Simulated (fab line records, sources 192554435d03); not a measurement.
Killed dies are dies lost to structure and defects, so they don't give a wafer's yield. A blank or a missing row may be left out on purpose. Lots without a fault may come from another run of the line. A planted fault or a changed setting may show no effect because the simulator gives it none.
Problem report in the 8D (eight disciplines) form, filled by code | flow n5_finfet | the parts of the form that need people (team, actions taken, sign-off) are left out

1. THE PROBLEM
run_length_s at N5_BEOL_M1_VIA_ETCH_34 reads a mean of 112.4 s on 4 wafers of 3 lots; wafers without a fault read 87.7 s with a standard deviation of 0.45. That is +55 standard deviations from the usual mean.
The step: etches the open film in C4F6/O2, target depth 67.8 nm, time 64.4 s.
First seen on wafer L964.1, day 10 20:02, on rie_diel-01. The record holds 28 wafers of 10 lots with a number at this step. Rule for "out", or "out of limits": more than 4 standard deviations from the usual mean. The other wafers with a number count as sound.

2. WHAT IT IS AND WHAT IT IS NOT
question                    | is                             | is not
which readings at this step | run_length_s                   | drypump_motor_current_A, oes_product_au, rf_vpp_V, showerhead_plenum_p_Torr, throttle_valve_pct
which lots                  | L964, L966, L969               | L950, L960, L962, L963, L965, L972, L973
which wafers of those lots  | L964.1, L964.2, L966.2, L969.2 | L964.4, L966.3, L969.5
read on which tools         | rie_diel-01                    | rie_diel-02, rie_diel-04
when                        | from day 10 20:02              | up to then (13 sound wafers); but 11 sound wafers of L965, L966, L969, L972, L973 came after

3. SUSPECTS, AND WHAT RULES EACH OUT
Counting: a tool at a process step up to the reading stays a suspect if it ran every lot that is out. Sound lots after the first of them don't rule it out here, since some wafers of a struck lot are sound.
- rie_diel-01 at N5_BEOL_M1_VIA_ETCH_34 (etches the open film in C4F6/O2, target depth 67.8 nm, time 64.4 s): kept. It ran every lot that is out, first L964 (day 10 20:02); its last sound lot up to then is L962 (day 9 17:02). Its own readings are out on those wafers: run_length_s.
Left after counting: rie_diel-01 at N5_BEOL_M1_VIA_ETCH_34.

4. THE CAUSE (what the simulator had put in)
Process parameter drift: rie_diel-01, from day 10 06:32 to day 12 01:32, at N5_BEOL_M1_VIA_ETCH_34. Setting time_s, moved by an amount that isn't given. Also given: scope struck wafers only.
Counting left only this tool.

5. THE CHAIN OF EFFECTS, in route order
Each row: a reading whose mean over the struck wafers that have a number lies more than 3 standard deviations from the usual. Only readings for which the record gives a usual standard deviation are gone through. hours: the time from each lot's start at the first step in this table that gives one to its start at this step, as a median over the lots. sigmas: the change in usual standard deviations.
hours | step                   | reading      | usual  | on struck wafers | change | sigmas
0     | N5_BEOL_M1_VIA_ETCH_34 | run_length_s | 87.7 s | 112.4            | +24.7  | +55
The process steps in it:
- N5_BEOL_M1_VIA_ETCH_34: etches the open film in C4F6/O2, target depth 67.8 nm, time 64.4 s.
Later measuring or inspecting steps at which every struck wafer that the step has a row for has a number for every such reading, and none has moved that far: N5_BEOL_M4_RC_MEAS_101.

6. WHAT WOULD HAVE CAUGHT IT SOONER
In this record the first reading out of limits was taken at day 10 20:02, 13 hours after the fault began at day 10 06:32.
